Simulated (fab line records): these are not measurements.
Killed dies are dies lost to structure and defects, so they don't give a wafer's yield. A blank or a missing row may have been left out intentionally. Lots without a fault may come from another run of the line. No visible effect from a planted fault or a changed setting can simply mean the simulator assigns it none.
Chamber matching :: flow n5-finfet :: 3 sister chambers for N5_GATE_CUT_PECVD_57 on pecvd-01
The step deposits SiNx from SiH4/NH3/N2, target thk 21 nm. 3 wafers are shown with their chamber, then 8 later ones without.

WAFERS WITH THEIR CHAMBER
wafer: L090.1
chamber: 0
showerhead-plenum-p-Torr (Torr): 5.13

wafer: L091.4
chamber: 2
showerhead-plenum-p-Torr (Torr): 5.26

wafer: L093.2
chamber: 1
showerhead-plenum-p-Torr (Torr): 5.17

WAFERS MISSING THEIR CHAMBER
wafer: L093.4
showerhead-plenum-p-Torr (Torr): 5.26

wafer: L093.6
showerhead-plenum-p-Torr (Torr): 5.14

wafer: L096.1
showerhead-plenum-p-Torr (Torr): 5.18

wafer: L096.2
showerhead-plenum-p-Torr (Torr): 5.12

wafer: L096.3
showerhead-plenum-p-Torr (Torr): 5.19

wafer: L097.1
showerhead-plenum-p-Torr (Torr): 5.18

wafer: L097.4
showerhead-plenum-p-Torr (Torr): 5.12

wafer: L097.5
showerhead-plenum-p-Torr (Torr): 5.13

WHICH CHAMBER EACH WENT THROUGH
wafer: L093.4
from the rows above: 2
in truth: 2

wafer: L093.6
from the rows above: can't be placed: 0 or 1
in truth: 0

wafer: L096.1
from the rows above: 1
in truth: 1

wafer: L096.2
from the rows above: 0
in truth: 0

wafer: L096.3
from the rows above: 1
in truth: 1

wafer: L097.1
from the rows above: 1
in truth: 1

wafer: L097.4
from the rows above: 0
in truth: 0

wafer: L097.5
from the rows above: 0
in truth: 0
Correctly placed: 7 of 8. From these rows, 1 cannot be placed; in 1 the true chamber is one of the candidates. Wrongly placed: 0.
How it was worked out, from the rows above alone: a wafer's distance from a chamber is the root of the sum, over the readings, of the square of ((its reading less the chamber's mean) divided by the reading's scatter). If the next closest chamber is less than 2 further off than the closest, the wafer can't be placed; otherwise it belongs to the closest. Each chamber's mean is taken over the wafers shown for it. The scatter: with one shown wafer a chamber, the root of the mean of the squares of how far each hidden wafer lies from its nearest shown one.
